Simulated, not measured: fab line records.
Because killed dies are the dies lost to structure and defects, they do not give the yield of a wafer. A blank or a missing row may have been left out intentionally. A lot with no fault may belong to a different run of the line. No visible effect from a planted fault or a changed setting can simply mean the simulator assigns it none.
Comparing a struck lot with a sound one | flow nand-harc | 38 out of 1302 route steps
Sound: the wafers L336.2, L336.3, L336.6. Struck: wafers L337.3, L337.4 (left out: L337.6, a lot-mate that was not struck); the cause follows at the end.
At each step with rows: each side's tool, then ch and its chambers, then its first start. Under that, the readings that differ: sound wafers | struck wafers | difference of the means | sigmas: that difference in standard deviations of wafers without a fault.
alike: words and numbers the same on both sides, and readings whose means are apart by under 2 such deviations; not compared: readings that were withheld, readings missing a value for some wafer, numbers with overlapping values and no deviation given by the record, and bounds like >300 which may hide the same value.
The two part at a step that has a row with sigmas, a row that says differs or no value, or rows on one side only. Numbers that don't overlap but have no deviation are shown without sigmas and don't part them. A reading missing from all wafers of one side parts the sides only when that side holds two or more wafers.

first, 10 steps without rows for these wafers: NHARC_A_CHANNEL_HOLE_D1_DEP_00 (deposits aC, target thk 3100 nm); NHARC_A_CHANNEL_HOLE_D1_DEP_01 (deposits SiON, target thk 140 nm); NHARC_A_CHANNEL_HOLE_D1_DEHYDRATE_02 (time 120 s); NHARC_A_CHANNEL_HOLE_D1_HMDS_03 (time 30 s); NHARC_A_CHANNEL_HOLE_D1_COAT_36 (time 75 s); NHARC_A_CHANNEL_HOLE_D1_COAT_37 (time 65 s); NHARC_A_CHANNEL_HOLE_D1_COAT_04 (resist thk 90 nm); NHARC_A_CHANNEL_HOLE_D1_SOFTBAKE_05 (time 55 s); NHARC_A_CHANNEL_HOLE_D1_EBR_06; NHARC_A_CHANNEL_HOLE_D1_EXPOSE_07 (exposes mask HOLE D1, target cd 100 nm).
NHARC_A_CHANNEL_HOLE_D1_PEB_08: peb time 65 s.
  sound on litho-track-01 ch 0, day 13 03:21; struck on litho-track-01 ch 0, day 13 14:20
then, 1 step without rows for these wafers: NHARC_A_CHANNEL_HOLE_D1_DEVELOP_09 (develop time 35 s).
NHARC_A_CHANNEL_HOLE_D1_CD_MEAS_10: target cd 100 nm.
  sound on cd-sem-01 ch 0, day 13 03:26; struck on cd-sem-01 ch 0, day 13 14:25
  reading    | sound           | struck      | difference | sigmas
  cd-nm (nm) | 100.1 99.9 99.9 | 106.6 107.7 | +7.2       | +16
NHARC_A_CHANNEL_HOLE_D1_DESCUM_15: chemistry O2, time 3 s.
  sound on rie-diel-03 ch 1,3, day 13 03:37; struck on rie-diel-01 ch 0,1, day 13 14:35
  reading                            | sound             | struck      | difference | sigmas
  model.A_CHANNEL_HOLE_D1.cd-nm (nm) | 100.8 100.4 99.86 | 106.6 107.4 | +6.6       |
  alike: chamber-pressure-mTorr, drypump-motor-current-A, oes-product-au, rf-vpp-V, showerhead-plenum-p-Torr, throttle-valve-pct
  not compared: rf-hours-counter-h
then, 4 steps without rows for these wafers: NHARC_A_CHANNEL_HOLE_D1_ETCH_38 (etches the open film in CF4, target depth 39 nm, time 65 s); NHARC_A_CHANNEL_HOLE_D1_ETCH_39 (etches the open film in N2/H2, target depth 260 nm, time 325 s); NHARC_A_CHANNEL_HOLE_D1_ETCH_34 (etches the open film in CF4/CHF3, target depth 154 nm, time 77 s); NHARC_A_CHANNEL_HOLE_D1_ETCH_16 (etches the open film in O2/COS, target depth 3100 nm, time 806 s).
NHARC_A_CHANNEL_HOLE_D1_CD_MEAS_18:
  struck on cd-sem-01, day 13 15:43; sound on cd-sem-02, day 13 04:43
  reading    | sound            | struck      | difference | sigmas
  cd-nm (nm) | 100.9 99.6 100.5 | 105.0 104.7 | +4.5       | +4
then, 12 steps without rows for these wafers: NHARC_A_CHANNEL_HOLE_D1_ETCH_19 (etches the open film in C4F8/O2/Ar, time 34.5 s); NHARC_A_CHANNEL_HOLE_D1_ETCH_20 (etches the open film in C4F8/O2/Ar, time 361.9 s, target depth 1600 nm); NHARC_A_CHANNEL_HOLE_D1_ETCH_21 (etches the open film in C4F8/O2/Ar, time 514.3 s, target depth 1600 nm); NHARC_A_CHANNEL_HOLE_D1_ETCH_22 (etches the open film in C4F8/O2/Ar, time 666.7 s, target depth 1600 nm); NHARC_A_CHANNEL_HOLE_D1_ETCH_23 (etches the open film in C4F8/O2/Ar, time 819 s, target depth 1600 nm); NHARC_A_CHANNEL_HOLE_D1_ETCH_24 (etches the open film in C4F8/O2/Ar, time 906.2 s, target depth 1500 nm); NHARC_A_CHANNEL_HOLE_D1_ETCH_25 (etches the open film in C4F8/O2/Ar, time 1040.2 s, target depth 1500 nm); NHARC_A_CHANNEL_HOLE_D1_ETCH_26 (etches the open film in C4F8/O2/Ar, time 224.1 s, target depth 300 nm); NHARC_A_CHANNEL_HOLE_D1_ETCH_33 (etches the open film in C4F8/O2/Ar, time 90 s, target depth 400 nm); NHARC_A_CHANNEL_HOLE_D1_STRIP_41 (strips in N2/H2); NHARC_A_CHANNEL_HOLE_D1_STRIP_42 (strips in CF4/CHF3); NHARC_A_CHANNEL_HOLE_D1_STRIP_43 (strips in O2/COS).
NHARC_A_CHANNEL_HOLE_D1_ETCH_44: etches the open film in CF4/O2, target depth 140 nm, overetch 14 nm, time 77 s.
  sound on rie-diel-01 ch 0,2,3, day 13 09:34; struck on rie-diel-03 ch 1,2, day 13 20:31
  reading                            | sound             | struck      | difference | sigmas
  oes-product-au (a.u.)              | 1.009 0.999 1.008 | 0.992 0.989 | -0.015     | -2
  model.A_CHANNEL_HOLE_D1.cd-nm (nm) | 89.44 90.06 89.9  | 96.31 97.09 | +6.90      |
  alike: chamber-pressure-mTorr, drypump-motor-current-A, rf-vpp-V, showerhead-plenum-p-Torr, throttle-valve-pct
  not compared: rf-hours-counter-h
then, 3 steps without rows for these wafers: NHARC_A_CHANNEL_HOLE_D1_STRIP_27 (strips in O2); NHARC_A_CHANNEL_HOLE_D1_PRECLEAN_28 (cleans in SC1); NHARC_A_CHANNEL_HOLE_D1_SRD_29.
NHARC_A_CHANNEL_HOLE_D1_CD_MEAS_30:
  struck on cd-sem-03, day 13 21:18; sound on cd-sem-03, day 13 10:23
  reading    | sound          | struck    | difference | sigmas
  cd-nm (nm) | 90.0 90.2 90.1 | 96.4 97.3 | +6.8       | +8
NHARC_A_CHANNEL_HOLE_D1_XSEM_31:
  sound on xsem-01 ch 0, day 13 10:28; struck on xsem-02 ch 0, day 13 21:24
  reading        | sound          | struck    | difference | sigmas
  bot-cd-nm (nm) | 74.4 74.0 74.7 | 81.2 82.3 | +7.4       | +7
  alike: bow-nm, tilt-deg
-- the record jumps here: 15 days lie between the struck wafers' starts before and after (it left off in module A_CHANNEL_HOLE_D1 and takes up again in module END, whose first step shown is number 1302 of the route) --
NHARC_END_SORT_01:
  sound on prober-01 ch 0, day 28 17:21; struck on prober-01 ch 0, day 29 07:22
  alike: killed-at-array, killed-at-other, killed-at-periphery, killed-dies, killed-open, killed-short

WHERE THEY PART
Last at NHARC_A_CHANNEL_HOLE_D1_XSEM_31 as far as this record goes, first at NHARC_A_CHANNEL_HOLE_D1_CD_MEAS_10. Later steps at which nothing parts them and some readings are alike: NHARC_END_SORT_01.

WHY: the cause the simulator had injected
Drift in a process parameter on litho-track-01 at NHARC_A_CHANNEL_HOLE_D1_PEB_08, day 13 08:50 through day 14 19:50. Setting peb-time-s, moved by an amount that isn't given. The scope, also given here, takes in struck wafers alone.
